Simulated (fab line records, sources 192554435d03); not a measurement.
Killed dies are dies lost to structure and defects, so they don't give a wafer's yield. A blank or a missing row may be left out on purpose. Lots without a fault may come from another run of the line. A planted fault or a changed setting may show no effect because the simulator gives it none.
One fault seen from 3 desks | flow n5_finfet | each desk has only its own numbers; what lay behind them comes last

THE METROLOGY DESK
What the gauges read, lot by lot, whatever tool the lot ran on: means of the sampled wafers that have a number. A lot is out of limits, marked OUT, if its mean lies more than 4 standard deviations from the usual mean; the brackets give that distance. Of its 10 readings 7 are shown: those that lie furthest out on some lot.
Columns: A = IOFF_N at N5_BEOL_M4_RC_MEAS_101, usual 0.16 nA/um; B = IOFF_P at N5_BEOL_M4_RC_MEAS_101, usual 0.21 nA/um; C = ION_N at N5_BEOL_M4_RC_MEAS_101, usual 671 uA/um; D = SS_N at N5_BEOL_M4_RC_MEAS_101, usual 71.5 mV/dec; E = SS_P at N5_BEOL_M4_RC_MEAS_101, usual 73.2 mV/dec; F = VT_N at N5_BEOL_M4_RC_MEAS_101, usual 250 mV; G = VT_P at N5_BEOL_M4_RC_MEAS_101, usual -251 mV
lot  | first seen here | A    | B    | C   | D    | E    | F   | G
L816 | day 8 17:10     | 0.14 | 0.19 | 671 | 72.0 | 72.9 | 252 | -252
L818 | day 8 23:23     | 0.17 | 0.23 | 665 | 71.5 | 73.4 | 250 | -249
L820 | day 10 01:07    | 0.16 | 0.20 | 674 | 71.7 | 73.8 | 250 | -252
L823 | day 10 09:23    | 0.14 | 0.20 | 672 | 71.3 | 73.3 | 249 | -247
L825 | day 11 07:16    | 0.17 | 0.21 | 665 | 70.7 | 73.6 | 248 | -252
L827 | day 11 18:04    | 0.12 | 0.20 | 662 | 71.4 | 72.6 | 252 | -250
L830 | day 12 10:28    | 0.22 | 0.28 | 691 | 72.3 | 74.2 | 244 | -246
L833 | day 13 03:22    | 0.17 | 0.22 | 672 | 71.5 | 73.3 | 250 | -248
L834 | day 13 12:14    | 0.13 | 0.18 | 664 | 71.1 | 72.8 | 255 | -252
This desk's finding: nothing out of limits on any of the 9 lots.

THE DEFECT DESK
What the inspections along the route counted, lot by lot: means of the sampled wafers that have a number. A lot is out of limits, marked OUT, if its mean lies more than 4 standard deviations from the usual mean; the brackets give that distance.
Columns: A = raw_defect_count at N5_BEOL_M2_INSPECT_59, usual 75; B = raw_defect_count at N5_BEOL_M3_INSPECT_13, usual 439; C = raw_defect_count at N5_BEOL_M3_INSPECT_30, usual 440
lot  | first seen here | A             | B   | C
L816 | day 7 17:49     | 48            | 457 | 453
L818 | day 8 00:14     | 79            | 401 | 374
L820 | day 9 09:16     | 106           | 538 | 547
L823 | day 9 15:25     | 73            | 494 | 481
L825 | day 10 02:34    | 456 (+16) OUT | 752 | 742
L827 | day 10 17:29    | 479 (+17) OUT | 727 | 726
L830 | day 11 10:58    | 84            | 467 | 478
L833 | day 12 05:18    | 76            | 416 | 388
L834 | day 12 09:44    | 95            | 459 | 442
This desk's finding: out of limits on L825, L827; first on L825, day 10 02:34 (raw_defect_count at N5_BEOL_M2_INSPECT_59). In limits: L816, L818, L820, L823, L830, L833, L834.

THE TOOL OWNER'S DESK: cmp-03
The tool's own readings at N5_BEOL_M2_CMP_52 (polishes, stops on SiOC, t overpolish 6.8 s, target thk 40 nm): means of the sampled wafers that have a number, for each lot that ran on this tool. A lot is out of limits, marked OUT, if its mean lies more than 4 standard deviations from the usual mean; the brackets give that distance.
Columns: A = barrier_field_endpoint_s at N5_BEOL_M2_CMP_52, usual 24.5 s; B = clearing_platen_rpm at N5_BEOL_M2_CMP_52, usual 49.999 rpm; C = motor_current_A at N5_BEOL_M2_CMP_52, usual 6.2 A; D = overpolish_run_s at N5_BEOL_M2_CMP_52, usual 6.800 s; E = time_to_endpoint_s at N5_BEOL_M2_CMP_52, usual 62 s
lot  | first seen here | A    | B      | C   | D     | E
L818 | day 7 23:40     | 23.7 | 49.998 | 5.6 | 6.794 | 57
L820 | day 9 08:40     | 23.8 | 49.989 | 6.1 | 6.802 | 61
L825 | day 10 01:59    | 24.3 | 50.019 | 6.0 | 6.795 | 59
L827 | day 10 16:54    | 23.6 | 50.018 | 5.4 | 6.807 | 54
This desk's finding: nothing out of limits on any of the 4 lots.

PUT TOGETHER
The defect desk could have raised an alarm at day 10 02:34, on L825, L827.
The metrology desk saw nothing out of limits.
The tool owner's desk saw nothing out of limits.
The metrology desk has L825, L827 on record, within its limits.
The tool owner's desk has L825, L827 on record, within its limits.
Of the lots named, all ran N5_BEOL_M2_CMP_52 on cmp-03.

WHAT THE SIMULATOR HAD PUT IN
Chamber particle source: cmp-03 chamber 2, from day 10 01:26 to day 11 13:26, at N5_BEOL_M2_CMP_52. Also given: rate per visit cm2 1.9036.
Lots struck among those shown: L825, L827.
Hours from the fault's start to each desk's first reading out of limits: the defect desk, 1.
